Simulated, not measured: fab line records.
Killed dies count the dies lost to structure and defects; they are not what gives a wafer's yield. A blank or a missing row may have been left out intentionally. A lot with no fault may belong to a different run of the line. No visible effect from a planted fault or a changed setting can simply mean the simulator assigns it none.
Matching of chambers    flow n5-finfet    N5_BEOL_M7_PECVD_70 on pecvd-03 has 3 sister chambers
The step deposits SiO2 from TEOS/O2, target thk 20 nm, time 22.7 s. 16 wafers are shown with their chamber, then 8 later ones without.

## WAFERS PAIRED WITH THEIR CHAMBERS
wafer   chamber  throttle-valve-pct (%)  showerhead-plenum-p-Torr (Torr)  heater-power-w (W)
L074.3  2        20.8                    8.82                             641
L074.4  1        25.4                    8.72                             647
L074.5  2        20.9                    8.82                             630
L081.2  2        21.1                    8.81                             626
L081.4  1        25.3                    8.72                             539
L081.6  1        24.9                    8.73                             557
L082.1  2        21.0                    8.83                             522
L082.2  1        24.8                    8.71                             641
L082.6  1        24.8                    8.73                             648
L084.2  2        21.2                    8.82                             632
L084.3  1        25.0                    8.71                             670
L084.6  0        22.6                    8.78                             667
L089.2  1        25.1                    8.72                             642
L089.5  2        21.2                    8.81                             600
L089.6  1        25.0                    8.70                             629
L091.4  1        25.3                    8.72                             587

SIGNATURES, as means of the wafers listed above
reading                   chamber 0  chamber 1  chamber 2  scatter within a chamber
throttle-valve-pct        22.600     25.067     21.033     0.203
showerhead-plenum-p-Torr  8.7800     8.7178     8.8183     0.00894
heater-power-w            667.00     617.78     608.50     45.2
Rule: a wafer's distance from a chamber is the root of the sum, over the readings, of the square of ((its reading less the chamber's mean) divided by the reading's scatter). The wafer belongs to the nearest chamber; if the next one is less than 2 further off, it can't be placed. The scatter: the root of (the sum of the squares of (reading less its chamber's mean) over the shown wafers, divided by (wafers less chambers)).

## WAFERS WITH NO CHAMBER GIVEN
wafer   throttle-valve-pct (%)  showerhead-plenum-p-Torr (Torr)  heater-power-w (W)
L091.5  22.4                    8.78                             676
L091.6  21.4                    8.80                             627
L096.3  22.6                    8.77                             646
L096.5  24.9                    8.71                             553
L096.6  21.4                    8.83                             649
L097.1  22.9                    8.77                             669
L097.2  21.5                    8.83                             620
L097.6  21.5                    8.79                             615

## WHICH CHAMBER EACH ONE RAN IN
wafer   from the rows above      in truth
L091.5  0                        0
L091.6  2                        2
L096.3  0                        0
L096.5  1                        1
L096.6  2                        2
L097.1  0                        0
L097.2  2                        2
L097.6  can't be placed: 2 or 0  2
Correctly placed: 7 of 8. Can't be placed from these rows: 1 (the true chamber is among the candidates in 1). Wrongly placed: 0.
